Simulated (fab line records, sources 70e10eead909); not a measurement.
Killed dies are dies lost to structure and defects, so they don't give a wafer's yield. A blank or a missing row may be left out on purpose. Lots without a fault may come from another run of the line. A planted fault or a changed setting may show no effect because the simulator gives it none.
Chamber matching | flow nand_harc | NHARC_P_ZERO_WELL_DESCUM_13 on rie_diel-07: 4 sister chambers
The step chemistry O2, time 3 s. 14 wafers are shown with their chamber, then 7 later ones without.

WAFERS WITH THEIR CHAMBER
wafer  | chamber | showerhead_plenum_p_Torr (Torr) | drypump_motor_current_A (A) | oes_product_au (a.u.)
L686.2 | 0       | 1.80                            | 6.1                         | 0.998
L686.3 | 2       | 1.92                            | 5.9                         | 1.007
L686.4 | 1       | 1.83                            | 5.7                         | 1.002
L688.2 | 3       | 2.07                            | 6.2                         | 0.995
L688.3 | 2       | 1.92                            | 5.9                         | 1.007
L688.6 | 0       | 1.80                            | 6.1                         | 1.007
L690.1 | 1       | 1.83                            | 5.7                         | 1.002
L690.4 | 0       | 1.80                            | 6.0                         | 0.997
L690.5 | 1       | 1.83                            | 5.7                         | 1.002
L705.1 | 0       | 1.78                            | 6.1                         | 1.007
L705.2 | 2       | 1.90                            | 5.9                         | 1.004
L705.4 | 1       | 1.82                            | 5.7                         | 1.012
L707.2 | 1       | 1.81                            | 5.7                         | 1.004
L707.4 | 3       | 2.05                            | 6.1                         | 1.004

SIGNATURES (means of the wafers above)
reading                  | chamber 0 | chamber 1 | chamber 2 | chamber 3 | scatter within a chamber
showerhead_plenum_p_Torr | 1.7950    | 1.8240    | 1.9133    | 2.0600    | 0.0104
drypump_motor_current_A  | 6.075     | 5.700     | 5.900     | 6.150     | 0.0354
oes_product_au           | 1.00225   | 1.00440   | 1.00600   | 0.99950   | 0.00461
Rule: a wafer's distance from a chamber is the root of the sum, over the readings, of the square of ((its reading less the chamber's mean) divided by the reading's scatter). The wafer belongs to the nearest chamber; if the next one is less than 2 further off, it can't be placed. The scatter: the root of (the sum of the squares of (reading less its chamber's mean) over the shown wafers, divided by (wafers less chambers)).

WAFERS WITHOUT THEIR CHAMBER
wafer  | showerhead_plenum_p_Torr (Torr) | drypump_motor_current_A (A) | oes_product_au (a.u.)
L707.5 | 2.05                            | 6.2                         | 0.990
L708.2 | 1.78                            | 6.1                         | 1.007
L708.4 | 1.90                            | 6.0                         | 1.007
L708.6 | 2.04                            | 6.1                         | 0.994
L709.2 | 1.78                            | 6.1                         | 1.012
L709.4 | 1.81                            | 5.7                         | 0.995
L709.6 | 1.90                            | 5.9                         | 1.001

WHICH CHAMBER EACH WENT THROUGH
wafer  | from the rows above | in truth
L707.5 | 3                   | 3
L708.2 | 0                   | 0
L708.4 | 2                   | 2
L708.6 | 3                   | 3
L709.2 | 0                   | 0
L709.4 | 1                   | 1
L709.6 | 2                   | 2
Placed correctly: 7 of 7. Can't be placed from these rows: 0. Placed wrongly: 0.
